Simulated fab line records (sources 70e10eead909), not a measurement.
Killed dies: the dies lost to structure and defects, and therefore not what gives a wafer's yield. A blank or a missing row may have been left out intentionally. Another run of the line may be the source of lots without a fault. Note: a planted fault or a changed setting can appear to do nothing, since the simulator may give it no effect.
Which tool did it? | flow nand-harc | Sampling: 15 lots, 45 wafers, 4 of 1159 route steps

== WHAT EACH GAUGE READ, for each wafer ==
The record lacks any reading of a measuring or inspecting step that a usual standard deviation could be used to judge.

== EACH LOT AND THE TOOL THAT RAN IT (in order: tool; ch and the chambers of the sampled wafers; start) ==
lot  | NHARC_A_CONTACT_DESCUM_13          | NHARC_A_CONTACT_ETCH_110           | NHARC_A_CONTACT_STRIP_26                      | NHARC_A_CONTACT_CVD_19
L280 | rie-diel-05 ch 0,1,2, day 17 05:53 | rie-diel-13 ch 0,1,2, day 17 08:48 | rie-diel-13 ch 0,1,2, day 18 02:48 or earlier | cvd-w-02 ch 0,1, day 18 02:48
L281 | rie-diel-13 ch 1,2,3, day 17 07:17 | rie-diel-05 ch 0,1,3, day 17 09:58 | rie-diel-05 ch 0,1,2, no start                | cvd-w-02 ch 0,1, no start
L279 | rie-diel-01 ch 1,2,3, day 17 11:55 | rie-diel-13 ch 0,1,2, day 17 16:27 | rie-diel-13 ch 1,2,3, no start                | cvd-w-02 ch 0,1, no start
L283 | rie-diel-05 ch 0,3, day 17 15:11   | rie-diel-05 ch 0,2,3, day 17 17:59 | rie-diel-05 ch 0,1,2, no start                | cvd-w-02 ch 0,1, no start
L282 | rie-diel-05 ch 0,2,3, day 17 15:35 | rie-diel-01 ch 0,1,3, day 17 18:21 | rie-diel-01 ch 0,1,3, no start                | cvd-w-02 ch 0,1, no start
L284 | rie-diel-01 ch 1,2,3, day 17 21:07 | rie-diel-05 ch 0,1,2, day 17 23:43 | rie-diel-05 ch 0,2,3, no start                | cvd-w-02 ch 0,1, no start
L291 | rie-diel-05 ch 1,2,3, day 21 09:14 | rie-diel-05 ch 0,2,3, day 21 11:49 | rie-diel-05 ch 0,1,3, no start                | cvd-w-01 ch 0,1, no start
L290 | rie-diel-13 ch 0,3, day 21 13:59   | rie-diel-05 ch 0,1,2, day 21 17:56 | rie-diel-05 ch 0,1,2, no start                | cvd-w-01 ch 0,1, no start
L294 | rie-diel-05 ch 0,1,2, day 21 17:17 | rie-diel-05 ch 0,1,3, day 21 20:40 | rie-diel-05 ch 0,1,2, no start                | cvd-w-01 ch 0,1, no start
L295 | rie-diel-05 ch 0,1,2, day 21 18:55 | rie-diel-13 ch 0,2, day 21 21:57   | rie-diel-13 ch 0,1,2, no start                | cvd-w-01 ch 0,1, no start
L298 | rie-diel-13 ch 0,1,3, day 21 23:21 | rie-diel-01 ch 0,1,2, day 22 02:51 | rie-diel-01 ch 0,1,2, no start                | cvd-w-02 ch 0,1, no start
L299 | rie-diel-01 ch 0,1,2, day 22 06:32 | rie-diel-13 ch 1,2,3, day 22 09:08 | rie-diel-13 ch 0,2, no start                  | cvd-w-01 ch 1, no start
L300 | rie-diel-05 ch 0,1,3, day 22 11:55 | rie-diel-13 ch 0,1,2, day 22 14:50 | rie-diel-13 ch 0,1,3, no start                | cvd-w-01 ch 0,1, no start
L302 | rie-diel-13 ch 1,2, day 22 12:19   | rie-diel-01 ch 0,1,3, day 22 14:58 | rie-diel-01 ch 1,2,3, no start                | cvd-w-02 ch 0,1, no start
L301 | rie-diel-13 ch 0,1,2, day 22 15:59 | rie-diel-13 ch 0,1,3, day 22 18:34 | rie-diel-13 ch 2,3, no start                  | cvd-w-01 ch 0,1, no start
- NHARC_A_CONTACT_DESCUM_13: chemistry O2, time 3 s.
- NHARC_A_CONTACT_ETCH_110: etches the open film in CF4/O2, target depth 50 nm, overetch 5 nm, time 27.5 s.
- NHARC_A_CONTACT_STRIP_26: strips in O2.
- NHARC_A_CONTACT_CVD_19: deposits W, target thk 300 nm, time 802 s.

== AS READ BY THE TOOLS THEMSELVES (means over the sampled wafers that have a number; for cases with no such wafer, the mark the record gives instead) ==
NHARC_A_CONTACT_DESCUM_13. Usual: drypump-motor-current-A 5.6 A, standard deviation 0.58; oes-product-au 0.999 a.u., standard deviation 0.0075; rf-vpp-V 57.7 V, standard deviation 0.84; showerhead-plenum-p-Torr 1.89 Torr, standard deviation 0.074; throttle-valve-pct 11.311 %, standard deviation 0.0092.
lot  | tool        | drypump-motor-current-A (A) | oes-product-au (a.u.) | rf-vpp-V (V) | showerhead-plenum-p-Torr (Torr) | throttle-valve-pct (%) | flag
L280 | rie-diel-05 | 5.5                         | 0.998                 | 58.6         | 1.86                            | 11.308                 |
L281 | rie-diel-13 | 6.0                         | 1.012                 | 57.6         | 1.80                            | 11.311                 |
L279 | rie-diel-01 | 5.7                         | 0.998                 | 57.6         | 1.93                            | 11.310                 |
L283 | rie-diel-05 | 5.5                         | 0.994                 | 57.8         | 1.87                            | 11.307                 |
L282 | rie-diel-05 | 5.2                         | 0.994                 | 57.0         | 1.88                            | 11.310                 |
L284 | rie-diel-01 | 5.7                         | 0.997                 | 57.2         | 1.92                            | 11.313                 |
L291 | rie-diel-05 | 5.3                         | 1.009                 | 57.5         | 1.87                            | 11.307                 |
L290 | rie-diel-13 | 5.4                         | 1.000                 | 57.9         | 1.99                            | 11.310                 |
L294 | rie-diel-05 | 5.6                         | 0.999                 | 57.8         | 1.86                            | 11.306                 |
L295 | rie-diel-05 | 5.6                         | 0.994                 | 57.7         | 1.86                            | 11.317                 |
L298 | rie-diel-13 | 5.7                         | 1.002                 | 57.5         | 1.99                            | 11.314                 |
L299 | rie-diel-01 | 5.9                         | 1.009                 | 58.1         | 1.93                            | 11.308                 |
L300 | rie-diel-05 | 5.6                         | 0.998                 | 57.7         | 1.86                            | 11.303                 |
L302 | rie-diel-13 | 6.4                         | 1.001                 | 57.7         | 1.99                            | 11.309                 |
L301 | rie-diel-13 | 6.0                         | 1.004                 | 58.5         | 1.91                            | 11.306                 |

NHARC_A_CONTACT_ETCH_110. Usual: value, then standard deviation, for each; drypump-motor-current-A 5.6 A / 0.57; oes_ar_750_au 1.000 a.u. / 0.0048; oes-product-au 0.999 a.u. / 0.0082; rf-vpp-V 197.4 V / 1.4; run-length-s 48.8 s / 0.41; showerhead-plenum-p-Torr 1.32 Torr / 0.053; throttle-valve-pct 13.397 % / 0.0082.
lot  | tool        | drypump-motor-current-A (A) | oes_ar_750_au (a.u.) | oes-product-au (a.u.) | rf-vpp-V (V) | run-length-s (s) | showerhead-plenum-p-Torr (Torr) | throttle-valve-pct (%) | flag
L280 | rie-diel-13 | 6.1                         | 1.000                | 1.010                 | 197.1        | 48.9             | 1.27                            | 13.400                 |
L281 | rie-diel-05 | 5.6                         | 0.998                | 0.988                 | 197.9        | 48.7             | 1.30                            | 13.407                 |
L279 | rie-diel-13 | 6.0                         | 0.999                | 0.994                 | 195.5        | 49.1             | 1.27                            | 13.400                 |
L283 | rie-diel-05 | 5.2                         | 1.002                | 0.998                 | 197.9        | 48.6             | 1.32                            | 13.397                 |
L282 | rie-diel-01 | 5.7                         | 1.003                | 0.994                 | 198.3        | 49.1             | 1.36                            | 13.402                 |
L284 | rie-diel-05 | 5.5                         | 1.003                | 0.995                 | 197.1        | 48.7             | 1.30                            | 13.398                 |
L291 | rie-diel-05 | 5.2                         | 1.000                | 1.008                 | 198.1        | 46.2             | 1.32                            | 13.394                 | OFF
L290 | rie-diel-05 | 5.5                         | 1.000                | 1.004                 | 197.2        | 46.1             | 1.30                            | 13.389                 | OFF
L294 | rie-diel-05 | 5.6                         | 0.995                | 0.992                 | 197.0        | 46.1             | 1.30                            | 13.391                 | OFF
L295 | rie-diel-13 | 6.0                         | 0.997                | 0.996                 | 196.4        | 49.4             | 1.28                            | 13.393                 |
L298 | rie-diel-01 | 5.9                         | 1.001                | 1.008                 | 197.7        | 49.0             | 1.35                            | 13.398                 |
L299 | rie-diel-13 | 6.0                         | 1.000                | 1.002                 | 199.1        | 48.9             | 1.39                            | 13.400                 |
L300 | rie-diel-13 | 6.0                         | 0.998                | 1.006                 | 197.9        | 48.9             | 1.33                            | 13.399                 |
L302 | rie-diel-01 | 5.7                         | 1.001                | 1.011                 | 198.1        | 49.0             | 1.36                            | 13.397                 |
L301 | rie-diel-13 | 5.7                         | 1.001                | 0.999                 | 198.2        | 48.6             | 1.38                            | 13.387                 |

NHARC_A_CONTACT_STRIP_26. Usual: drypump-motor-current-A 5.6 A, standard deviation 0.58; oes-product-au 1.000 a.u., standard deviation 0.0073; rf-vpp-V 57.7 V, standard deviation 0.94; showerhead-plenum-p-Torr 3.48 Torr, standard deviation 0.13; throttle-valve-pct 17.037 %, standard deviation 0.0083.
lot  | tool        | drypump-motor-current-A (A) | oes-product-au (a.u.) | rf-vpp-V (V) | showerhead-plenum-p-Torr (Torr) | throttle-valve-pct (%) | flag
L280 | rie-diel-13 | 6.0                         | 1.005                 | 57.9         | 3.36                            | 17.037                 |
L281 | rie-diel-05 | 5.6                         | 0.994                 | 57.2         | 3.45                            | 17.040                 |
L279 | rie-diel-13 | 6.0                         | 1.004                 | 58.0         | 3.32                            | 17.039                 |
L283 | rie-diel-05 | 5.6                         | 0.995                 | 57.0         | 3.45                            | 17.035                 |
L282 | rie-diel-01 | 5.7                         | 0.989                 | 58.2         | 3.60                            | 17.034                 |
L284 | rie-diel-05 | 5.2                         | 1.002                 | 57.4         | 3.48                            | 17.045                 |
L291 | rie-diel-05 | 5.7                         | 1.005                 | 58.0         | 3.43                            | 17.040                 |
L290 | rie-diel-05 | 5.6                         | 1.004                 | 57.4         | 3.44                            | 17.041                 |
L294 | rie-diel-05 | 5.5                         | 1.002                 | 57.9         | 3.44                            | 17.037                 |
L295 | rie-diel-13 | 6.0                         | 1.001                 | 57.9         | 3.53                            | 17.035                 |
L298 | rie-diel-01 | 5.9                         | 1.002                 | 58.0         | 3.56                            | 17.039                 |
L299 | rie-diel-13 | 5.7                         | 1.001                 | 56.5         | 3.38                            | 17.039                 |
L300 | rie-diel-13 | 5.8                         | 1.011                 | 58.2         | 3.66                            | 17.034                 |
L302 | rie-diel-01 | 5.7                         | 0.999                 | 58.8         | 3.53                            | 17.040                 |
L301 | rie-diel-13 | 6.0                         | 1.009                 | 58.7         | 3.54                            | 17.035                 |

NHARC_A_CONTACT_CVD_19. Usual: heater-power-w 502 W, standard deviation 54; throttle-valve-pct 8.04 %, standard deviation 0.18.
lot  | tool     | heater-power-w (W) | throttle-valve-pct (%) | flag
L280 | cvd-w-02 | 519                | 8.01                   |
L281 | cvd-w-02 | 470                | 7.99                   |
L279 | cvd-w-02 | 477                | 7.94                   |
L283 | cvd-w-02 | 477                | 8.00                   |
L282 | cvd-w-02 | 479                | 7.95                   |
L284 | cvd-w-02 | 469                | 7.97                   |
L291 | cvd-w-01 | 511                | 8.17                   |
L290 | cvd-w-01 | 496                | 8.07                   |
L294 | cvd-w-01 | 503                | 8.00                   |
L295 | cvd-w-01 | 511                | 7.98                   |
L298 | cvd-w-02 | 483                | 7.89                   |
L299 | cvd-w-01 | 523                | 8.03                   |
L300 | cvd-w-01 | 513                | 7.90                   |
L302 | cvd-w-02 | 521                | 8.04                   |
L301 | cvd-w-01 | 495                | 8.05                   |

== THE ANSWER, worked out from the rows above alone ==
Rule: take the mean of a lot's wafers that have a number; if it is more than 3 standard deviations from the usual mean, the lot is off. Also off: a lot with no number at a reading for which 4 or more lots have one. The other lots that the step has rows for count as sound. After the gauges, taken in route order, come the tools' own readings; for these a lot's mean is taken, as printed above. At the first step where some lot is off, the reading lying furthest off is the one used; lots without a number count as furthest.
Off: L291, L290, L294 (NHARC_A_CONTACT_ETCH_110, run-length-s).
If a tool, at that step or one of the process steps before it, ran each lot that is off and ran no sound lot following the first of them, it fits. One fits: NHARC_A_CONTACT_ETCH_110 on rie-diel-05. Its last sound lot is L284 (day 17 23:43), its first lot that is off L291 (day 21 11:49): a fault that began between those two fits.
The tool's own readings at NHARC_A_CONTACT_ETCH_110 bear it out: on the lots that are off they differ by more than 5 times the standard deviation of the sound lots' means. run-length-s reads 46.1 s there against 48.9 s on the sound lots.

== WHAT HAD BEEN PUT IN BY THE SIMULATOR ==
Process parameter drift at NHARC_A_CONTACT_ETCH_110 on rie-diel-05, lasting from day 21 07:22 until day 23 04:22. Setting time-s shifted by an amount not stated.
Shown lots that were struck: L291, L290, L294. The rule above reached the same finding.
